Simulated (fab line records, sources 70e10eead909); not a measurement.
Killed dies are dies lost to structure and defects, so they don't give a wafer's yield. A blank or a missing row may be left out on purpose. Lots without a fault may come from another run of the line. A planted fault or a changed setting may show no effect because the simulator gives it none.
Chamber matching | flow nand_harc | NHARC_P_BONDPAD_CMP_32 on cmp-02: 4 sister chambers
The step polishes SiCN, target thk 200 nm. 18 wafers are shown with their chamber, then 9 later ones without.

WAFERS WITH THEIR CHAMBER
wafer  | chamber | motor_current_A (A) | retaining_ring_pressure_frac
L074.1 | 1       | 9.6                 | 1.000
L074.5 | 3       | 11.3                | 1.000
L074.6 | 0       | 11.3                | 1.000
L076.3 | 0       | 10.9                | 1.002
L076.4 | 3       | 12.4                | 1.008
L076.5 | 1       | 10.4                | 1.001
L078.2 | 3       | 12.1                | 1.000
L078.5 | 3       | 12.1                | 0.994
L078.6 | 2       | 9.9                 | 0.991
L081.1 | 3       | 11.0                | 0.997
L081.3 | 2       | 10.4                | 1.000
L081.4 | 1       | 9.9                 | 1.002
L084.4 | 0       | 11.3                | 1.000
L084.5 | 0       | 11.3                | 1.002
L084.6 | 1       | 9.7                 | 1.003
L087.1 | 0       | 11.0                | 1.009
L087.4 | 2       | 10.5                | 1.006
L087.5 | 2       | 10.3                | 1.005

SIGNATURES (means of the wafers above)
reading                      | chamber 0 | chamber 1 | chamber 2 | chamber 3 | scatter within a chamber
motor_current_A              | 11.160    | 9.900     | 10.275    | 11.780    | 0.393
retaining_ring_pressure_frac | 1.00260   | 1.00150   | 1.00050   | 0.99980   | 0.00471
Rule: a wafer's distance from a chamber is the root of the sum, over the readings, of the square of ((its reading less the chamber's mean) divided by the reading's scatter). The wafer belongs to the nearest chamber; if the next one is less than 2 further off, it can't be placed. The scatter: the root of (the sum of the squares of (reading less its chamber's mean) over the shown wafers, divided by (wafers less chambers)).

WAFERS WITHOUT THEIR CHAMBER
wafer  | motor_current_A (A) | retaining_ring_pressure_frac
L089.1 | 10.4                | 0.997
L089.2 | 9.6                 | 0.995
L089.5 | 11.9                | 0.993
L091.1 | 11.1                | 1.001
L091.4 | 10.0                | 0.999
L091.6 | 9.8                 | 0.994
L093.3 | 10.9                | 1.006
L093.4 | 10.5                | 0.993
L093.6 | 10.4                | 0.999

WHICH CHAMBER EACH WENT THROUGH
wafer  | from the rows above               | in truth
L089.1 | can't be placed: 2 or 1 or 0      | 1
L089.2 | can't be placed: 1 or 2           | 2
L089.5 | can't be placed: 3 or 0           | 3
L091.1 | can't be placed: 0 or 3 or 2      | 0
L091.4 | can't be placed: 1 or 2           | 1
L091.6 | can't be placed: 1 or 2           | 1
L093.3 | can't be placed: 0 or 2 or 3 or 1 | 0
L093.4 | can't be placed: 2 or 1 or 0 or 3 | 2
L093.6 | can't be placed: 2 or 1 or 0      | 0
Placed correctly: 0 of 9. Can't be placed from these rows: 9 (the true chamber is among the candidates in 9). Placed wrongly: 0.
